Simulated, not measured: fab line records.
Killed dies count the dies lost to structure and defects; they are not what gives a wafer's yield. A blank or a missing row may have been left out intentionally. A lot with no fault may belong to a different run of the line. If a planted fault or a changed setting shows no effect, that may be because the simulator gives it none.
Matching of chambers || flow n5-finfet || 4 sister chambers for N5_BEOL_M3_ETCH_63 on rie-diel-01
The step etches SiARC in CF4, target depth 15.6 nm, time 26 s. 27 wafers are shown with their chamber, then 12 later ones without.

## WAFERS PAIRED WITH THEIR CHAMBERS
{"wafer": "L074.2", "chamber": 1, "showerhead-plenum-p-Torr (Torr)": 2.16, "throttle-valve-pct (%)": 15.55, "oes-product-au (a.u.)": 0.69}
{"wafer": "L074.3", "chamber": 2, "showerhead-plenum-p-Torr (Torr)": 2.08, "throttle-valve-pct (%)": 15.29, "oes-product-au (a.u.)": 0.74}
{"wafer": "L074.4", "chamber": 2, "showerhead-plenum-p-Torr (Torr)": 2.08, "throttle-valve-pct (%)": 15.29, "oes-product-au (a.u.)": 0.73}
{"wafer": "L077.2", "chamber": 3, "showerhead-plenum-p-Torr (Torr)": 2.19, "throttle-valve-pct (%)": 15.50, "oes-product-au (a.u.)": 0.76}
{"wafer": "L077.3", "chamber": 0, "showerhead-plenum-p-Torr (Torr)": 2.27, "throttle-valve-pct (%)": 15.63, "oes-product-au (a.u.)": 0.73}
{"wafer": "L077.4", "chamber": 1, "showerhead-plenum-p-Torr (Torr)": 2.15, "throttle-valve-pct (%)": 15.54, "oes-product-au (a.u.)": 0.67}
{"wafer": "L083.1", "chamber": 3, "showerhead-plenum-p-Torr (Torr)": 2.19, "throttle-valve-pct (%)": 15.50, "oes-product-au (a.u.)": 0.75}
{"wafer": "L083.2", "chamber": 2, "showerhead-plenum-p-Torr (Torr)": 2.08, "throttle-valve-pct (%)": 15.33, "oes-product-au (a.u.)": 0.71}
{"wafer": "L083.3", "chamber": 1, "showerhead-plenum-p-Torr (Torr)": 2.15, "throttle-valve-pct (%)": 15.54, "oes-product-au (a.u.)": 0.67}
{"wafer": "L083.4", "chamber": 0, "showerhead-plenum-p-Torr (Torr)": 2.26, "throttle-valve-pct (%)": 15.68, "oes-product-au (a.u.)": 0.72}
{"wafer": "L083.5", "chamber": 3, "showerhead-plenum-p-Torr (Torr)": 2.19, "throttle-valve-pct (%)": 15.49, "oes-product-au (a.u.)": 0.75}
{"wafer": "L083.6", "chamber": 0, "showerhead-plenum-p-Torr (Torr)": 2.26, "throttle-valve-pct (%)": 15.65, "oes-product-au (a.u.)": 0.72}
{"wafer": "L084.1", "chamber": 2, "showerhead-plenum-p-Torr (Torr)": 2.08, "throttle-valve-pct (%)": 15.33, "oes-product-au (a.u.)": 0.71}
{"wafer": "L084.2", "chamber": 0, "showerhead-plenum-p-Torr (Torr)": 2.26, "throttle-valve-pct (%)": 15.68, "oes-product-au (a.u.)": 0.72}
{"wafer": "L084.6", "chamber": 3, "showerhead-plenum-p-Torr (Torr)": 2.19, "throttle-valve-pct (%)": 15.51, "oes-product-au (a.u.)": 0.74}
{"wafer": "L085.3", "chamber": 2, "showerhead-plenum-p-Torr (Torr)": 2.07, "throttle-valve-pct (%)": 15.34, "oes-product-au (a.u.)": 0.70}
{"wafer": "L085.5", "chamber": 3, "showerhead-plenum-p-Torr (Torr)": 2.18, "throttle-valve-pct (%)": 15.51, "oes-product-au (a.u.)": 0.75}
{"wafer": "L085.6", "chamber": 0, "showerhead-plenum-p-Torr (Torr)": 2.26, "throttle-valve-pct (%)": 15.68, "oes-product-au (a.u.)": 0.71}
{"wafer": "L086.1", "chamber": 3, "showerhead-plenum-p-Torr (Torr)": 2.18, "throttle-valve-pct (%)": 15.52, "oes-product-au (a.u.)": 0.73}
{"wafer": "L086.5", "chamber": 2, "showerhead-plenum-p-Torr (Torr)": 2.07, "throttle-valve-pct (%)": 15.34, "oes-product-au (a.u.)": 0.71}
{"wafer": "L086.6", "chamber": 1, "showerhead-plenum-p-Torr (Torr)": 2.15, "throttle-valve-pct (%)": 15.58, "oes-product-au (a.u.)": 0.66}
{"wafer": "L088.2", "chamber": 3, "showerhead-plenum-p-Torr (Torr)": 2.18, "throttle-valve-pct (%)": 15.53, "oes-product-au (a.u.)": 0.74}
{"wafer": "L088.5", "chamber": 1, "showerhead-plenum-p-Torr (Torr)": 2.15, "throttle-valve-pct (%)": 15.57, "oes-product-au (a.u.)": 0.66}
{"wafer": "L088.6", "chamber": 0, "showerhead-plenum-p-Torr (Torr)": 2.26, "throttle-valve-pct (%)": 15.67, "oes-product-au (a.u.)": 0.71}
{"wafer": "L089.1", "chamber": 1, "showerhead-plenum-p-Torr (Torr)": 2.15, "throttle-valve-pct (%)": 15.59, "oes-product-au (a.u.)": 0.66}
{"wafer": "L089.4", "chamber": 3, "showerhead-plenum-p-Torr (Torr)": 2.18, "throttle-valve-pct (%)": 15.53, "oes-product-au (a.u.)": 0.73}
{"wafer": "L089.6", "chamber": 1, "showerhead-plenum-p-Torr (Torr)": 2.15, "throttle-valve-pct (%)": 15.58, "oes-product-au (a.u.)": 0.66}

SIGNATURES (means of the wafers above)
{"reading": "showerhead-plenum-p-Torr", "chamber 0": 2.2617, "chamber 1": 2.1514, "chamber 2": 2.0767, "chamber 3": 2.1850, "scatter within a chamber": 0.00467}
{"reading": "throttle-valve-pct", "chamber 0": 15.6650, "chamber 1": 15.5643, "chamber 2": 15.3200, "chamber 3": 15.5113, "scatter within a chamber": 0.0198}
{"reading": "oes-product-au", "chamber 0": 0.7183, "chamber 1": 0.6671, "chamber 2": 0.7167, "chamber 3": 0.7438, "scatter within a chamber": 0.0113}
Rule: distance of a wafer from a chamber = root of the sum over the readings of ((wafer's reading minus chamber's mean) / reading's scatter) squared. The wafer belongs to the nearest chamber; if the next one is less than 2 further off, it can't be placed. The scatter is the square root of a quotient: the sum, over the shown wafers, of each reading's squared deviation from its chamber's mean, divided by wafers minus chambers.

## WAFERS WITH NO CHAMBER GIVEN
{"wafer": "L087.1", "showerhead-plenum-p-Torr (Torr)": 2.26, "throttle-valve-pct (%)": 15.70, "oes-product-au (a.u.)": 0.71}
{"wafer": "L087.2", "showerhead-plenum-p-Torr (Torr)": 2.07, "throttle-valve-pct (%)": 15.35, "oes-product-au (a.u.)": 0.70}
{"wafer": "L087.3", "showerhead-plenum-p-Torr (Torr)": 2.15, "throttle-valve-pct (%)": 15.60, "oes-product-au (a.u.)": 0.65}
{"wafer": "L092.2", "showerhead-plenum-p-Torr (Torr)": 2.07, "throttle-valve-pct (%)": 15.37, "oes-product-au (a.u.)": 0.69}
{"wafer": "L092.4", "showerhead-plenum-p-Torr (Torr)": 2.18, "throttle-valve-pct (%)": 15.54, "oes-product-au (a.u.)": 0.73}
{"wafer": "L092.5", "showerhead-plenum-p-Torr (Torr)": 2.26, "throttle-valve-pct (%)": 15.71, "oes-product-au (a.u.)": 0.70}
{"wafer": "L094.1", "showerhead-plenum-p-Torr (Torr)": 2.18, "throttle-valve-pct (%)": 15.55, "oes-product-au (a.u.)": 0.73}
{"wafer": "L094.3", "showerhead-plenum-p-Torr (Torr)": 2.26, "throttle-valve-pct (%)": 15.70, "oes-product-au (a.u.)": 0.70}
{"wafer": "L094.4", "showerhead-plenum-p-Torr (Torr)": 2.14, "throttle-valve-pct (%)": 15.61, "oes-product-au (a.u.)": 0.64}
{"wafer": "L097.3", "showerhead-plenum-p-Torr (Torr)": 2.25, "throttle-valve-pct (%)": 15.72, "oes-product-au (a.u.)": 0.69}
{"wafer": "L097.4", "showerhead-plenum-p-Torr (Torr)": 2.07, "throttle-valve-pct (%)": 15.39, "oes-product-au (a.u.)": 0.69}
{"wafer": "L097.6", "showerhead-plenum-p-Torr (Torr)": 2.14, "throttle-valve-pct (%)": 15.61, "oes-product-au (a.u.)": 0.64}

## WHICH CHAMBER EACH ONE RAN IN
{"wafer": "L087.1", "from the rows above": 0, "in truth": 0}
{"wafer": "L087.2", "from the rows above": 2, "in truth": 2}
{"wafer": "L087.3", "from the rows above": 1, "in truth": 1}
{"wafer": "L092.2", "from the rows above": 2, "in truth": 2}
{"wafer": "L092.4", "from the rows above": 3, "in truth": 3}
{"wafer": "L092.5", "from the rows above": 0, "in truth": 0}
{"wafer": "L094.1", "from the rows above": 3, "in truth": 3}
{"wafer": "L094.3", "from the rows above": 0, "in truth": 0}
{"wafer": "L094.4", "from the rows above": 1, "in truth": 1}
{"wafer": "L097.3", "from the rows above": 0, "in truth": 0}
{"wafer": "L097.4", "from the rows above": 2, "in truth": 2}
{"wafer": "L097.6", "from the rows above": 1, "in truth": 1}
12 of 12 placed correctly. From these rows, 0 cannot be placed. Placed wrongly: 0.
